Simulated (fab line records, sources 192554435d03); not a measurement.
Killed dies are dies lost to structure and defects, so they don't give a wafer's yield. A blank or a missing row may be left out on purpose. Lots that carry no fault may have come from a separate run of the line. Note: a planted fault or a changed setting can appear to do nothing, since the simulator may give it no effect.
2 desks looking at one fault ; flow n5 finfet ; every desk sees just its own numbers, and what lay behind them comes last

FOR THE TOOL OWNER'S DESK: rie diel-03
The tool's own readings at N5_BEOL_M10_VIA_ETCH_34 (etches SiCOH lowk in C4F6/O2, target depth 184.5 nm, time 69.2 s): means of the sampled wafers that have a number, for each lot that ran on this tool. A lot is out of limits, marked OUT, if its mean lies more than 4 standard deviations from the usual mean; the brackets give that distance.
Columns: A = drypump motor current A at N5_BEOL_M10_VIA_ETCH_34, usual 5.7 A; B = mfc ar sccm at N5_BEOL_M10_VIA_ETCH_34, usual 300.0 sccm; C = oes product au at N5_BEOL_M10_VIA_ETCH_34, usual 0.83 a.u.; D = rf vpp V at N5_BEOL_M10_VIA_ETCH_34, usual 666 V; E = showerhead plenum p Torr at N5_BEOL_M10_VIA_ETCH_34, usual 2.88 Torr; F = throttle valve pct at N5_BEOL_M10_VIA_ETCH_34, usual 20.81 %
lot;first seen here;A;B;C;D;E;F
L895;day 11 10:41;5.8;299.9;0.83;667;2.91;20.90
L896;day 11 18:25;6.0;300.1;0.82;654;2.91;21.10
L899;day 12 10:44;5.6;299.6;0.85;646;2.98;20.84
L904;day 13 07:07;5.9;301.0;0.80;653;2.90;21.27
L906;day 14 15:37;5.7;299.6;0.80;667;2.90;21.08
This desk's finding: nothing out of limits on any of the 5 lots.

THE METROLOGY DESK
What the gauges read, lot by lot, whatever tool the lot ran on: means of the sampled wafers that have a number. A lot is out of limits, marked OUT, if its mean lies more than 4 standard deviations from the usual mean; the brackets give that distance.
Columns: A = MIM_BOT_OVL at N5_MIM_BOT_LITHO_OVL_MEAS_11, usual -4 nm
lot;first seen here;A
L891;day 12 10:01;1
L894;day 13 03:11;-1
L895;day 13 03:26;3
L896;day 13 07:25;-4
L899;day 14 05:37;-3
L904;day 15 05:33;-14
L906;day 16 07:21;-6
L910;day 16 18:02;0
L911;day 17 10:57;-6
L914;day 17 23:36;-3
L913;day 17 23:38;-7
This desk's finding: nothing out of limits on any of the 11 lots.

PUT TOGETHER
The tool owner's desk saw nothing out of limits.
Metrology desk: nothing out of limits seen.

WHAT THE SIMULATOR HAD PUT IN
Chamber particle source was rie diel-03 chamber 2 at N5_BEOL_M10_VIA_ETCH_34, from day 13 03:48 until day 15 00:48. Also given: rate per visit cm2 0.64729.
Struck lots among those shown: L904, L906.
